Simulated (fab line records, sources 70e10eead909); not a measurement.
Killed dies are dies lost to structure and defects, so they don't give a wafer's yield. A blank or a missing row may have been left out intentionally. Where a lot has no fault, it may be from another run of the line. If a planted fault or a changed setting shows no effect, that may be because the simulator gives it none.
Problem report, 8D (eight disciplines) form, completed by code ; flow nand-harc ; the parts of the form that need people (team, actions taken, sign-off) are left out

## 1. PROBLEM STATEMENT
NHARC_END_SORT_01, killed-at-array: mean 640 on 2 wafers (1 lot); fault-free wafers 30, standard deviation 10. Measured from the usual mean, that is +61 standard deviations.
Earliest sighting: wafer L661.4 on prober-01 at day 24 08:58. The record holds 3 wafers of 1 lot with a number at this step. Rule for "out", or "out of limits": more than 4 standard deviations from the usual mean. All remaining wafers that have a number are taken as sound.

## 2. WHAT THIS IS AND IS NOT
question;is;is not
which readings at this step;killed-at-array, killed-dies;killed-at-other, killed-at-periphery, killed-open, killed-short
which lots;L661;-
which wafers of those lots;L661.4, L661.5;L661.2
read on which gauges;prober-01;-
when;from day 24 08:58;up to then (1 sound wafer)

## 3. WHAT RULES OUT EACH SUSPECT
Counting: any tool at a process step up to the reading remains a suspect provided it ran every lot that is out. Sound lots after the first of them don't rule it out here, since some wafers of a struck lot are sound.
- the gauge at NHARC_END_SORT_01: ruled out. All the wafers that are out were read on prober-01, but those of them that NHARC_A_CONTACT_ETCH_75 has rows for are out there too, on other tools.
- acl-dep-01 at NHARC_A_CONTACT_DEP_57 (deposits aC, target thk 2800 nm): kept. It ran the lot that is out, L661 (day 20 16:22).
- pecvd-01 at NHARC_A_CONTACT_DEP_58 (deposits SiON, target thk 60 nm): kept. It ran the lot that is out, L661 (day 20 17:52).
- rie-diel-09 at NHARC_A_CONTACT_ETCH_75 (etches the open film in CF4, target depth 39 nm, time 65 s): kept. It ran the lot that is out, L661 (day 20 18:50). On those wafers its own readings are out: oes-product-au.
- rie-diel-09 at NHARC_A_CONTACT_ETCH_76 (etches the open film in N2/H2, target depth 260 nm, time 475.3 s): kept. It ran the lot that is out, L661 (day 24 07:23). Because NHARC_A_CONTACT_ETCH_76 lacks a start for some lots, the hours and order of its lots are taken from NHARC_END_SORT_01.
- Within rie-diel-09 at NHARC_A_CONTACT_ETCH_75: the wafers that are out ran in chambers 0, 2; their sound lot-mates ran in chamber 1.
Left after counting: acl-dep-01 at NHARC_A_CONTACT_DEP_57, pecvd-01 at NHARC_A_CONTACT_DEP_58, rie-diel-09 at NHARC_A_CONTACT_ETCH_75, rie-diel-09 at NHARC_A_CONTACT_ETCH_76.

## 4. THE CAUSE (what the simulator had put in)
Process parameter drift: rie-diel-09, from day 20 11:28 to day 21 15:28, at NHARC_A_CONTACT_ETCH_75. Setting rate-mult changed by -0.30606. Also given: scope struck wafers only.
Of the 4 suspects that counting leaves, this tool is one.

## 5. SEQUENCE OF EFFECTS, ordered by route
One row per reading whose mean, taken over the struck wafers that have a number, lies over 3 standard deviations from the usual. Scope: only readings with a usual standard deviation given in the record; hours: median across lots of the time from each lot's start at the first step in this table that gives one to its start at this step; sigmas: change in usual standard deviations.
hours;step;reading;usual;on struck wafers;change;sigmas
0;NHARC_A_CONTACT_ETCH_75;oes-product-au;0.998 a.u.;0.806;-0.192;-12
86;NHARC_END_SORT_01;killed-at-array;30;640;+610;+61
86;NHARC_END_SORT_01;killed-dies;34;641;+607;+55
Here are the process steps it includes:
- NHARC_A_CONTACT_ETCH_75: etches the open film in CF4, target depth 39 nm, time 65 s.

## 6. HOW IT WOULD HAVE BEEN CAUGHT EARLIER
93 hours passed between the start of the fault at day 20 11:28 and the first reading out of limits at a measuring or inspecting step in this record, taken at day 24 08:58.
The tool's own readings at NHARC_A_CONTACT_ETCH_75 were out on every struck wafer that the step has a row for (oes-product-au): an alarm limit on them would have fired on the first of those.
All the lots that are out (1) had begun NHARC_A_CONTACT_ETCH_75 on rie-diel-09 by day 24 08:58. Had the tool been put on hold then, not one of them would have been saved.
